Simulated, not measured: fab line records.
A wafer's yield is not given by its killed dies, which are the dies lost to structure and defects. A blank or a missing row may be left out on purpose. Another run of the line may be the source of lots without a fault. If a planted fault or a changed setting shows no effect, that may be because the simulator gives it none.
Which tool is to blame? | flow n5 finfet | Sampling: 6 lots, 16 wafers, 3 of 1938 route steps

## WHAT THE GAUGES SHOWED, per wafer
N5_PASSIVATION_CD_MEAS_30: target cd 4000 nm.
lot  | measured     | on        | cd nm (nm)
L245 | day 12 12:06 | cd sem-03 | 3998.8 3998.9 3998.2
L246 | day 12 20:43 | cd sem-02 | 3999.6 4001.2 4000.4
L248 | day 13 22:10 | cd sem-01 | 3998.7
L255 | day 15 05:02 | cd sem-02 | 3999.8 4001.1 3999.6
L259 | day 16 20:34 | cd sem-03 | 4003.1 4001.6 4001.6
L263 | day 18 00:27 | cd sem-01 | 3998.5 3999.6 3998.8

## WHAT TOOL EACH LOT RAN ON (gives the tool, then ch and the chambers of the sampled wafers, and finally the start)
lot  | N5_BEOL_M15_CMP_49            | N5_PASSIVATION_SPUTTER_20
L245 | cmp-01 ch 1,2,3, day 12 04:28 | pvd sputter-01, day 12 11:32
L246 | cmp-04 ch 0,3, day 12 12:01   | pvd sputter-02, day 12 20:01
L248 | cmp-04 ch 2, day 13 12:37     | pvd sputter-02, day 13 21:35
L255 | cmp-01 ch 1,2,3, day 14 19:04 | pvd sputter-02, day 15 04:20
L259 | cmp-02 ch 0,1,2, day 16 07:03 | pvd sputter-02, day 16 19:59
L263 | cmp-01 ch 2,3, day 17 15:42   | pvd sputter-01, day 17 23:53
- N5_BEOL_M15_CMP_49: polishes, stops on SiO2, t overpolish 4.9 s, target thk 850 nm.
- N5_PASSIVATION_SPUTTER_20: material TaN, target thk 50 nm.

## THE ANSWER, worked out from the rows above alone
Rule: usual is defined by the lots themselves. Put in order of their means at a reading, lots are off if they are a third of the lots or fewer, leave a main group of 4 or more, and stand apart from it by a gap of 3 or more times the standard deviation of the main group's means; of several such gaps the widest counts. The tables above print the reading to a certain number of digits; a main group whose means all agree to those digits is not used. A lot without any number at a reading at which 4 lots or more have one is off too. Any other lot the step has rows for is counted as sound.
No lot is off at any reading shown: from this, nothing can be told.

## WHAT THE SIMULATOR PUT IN
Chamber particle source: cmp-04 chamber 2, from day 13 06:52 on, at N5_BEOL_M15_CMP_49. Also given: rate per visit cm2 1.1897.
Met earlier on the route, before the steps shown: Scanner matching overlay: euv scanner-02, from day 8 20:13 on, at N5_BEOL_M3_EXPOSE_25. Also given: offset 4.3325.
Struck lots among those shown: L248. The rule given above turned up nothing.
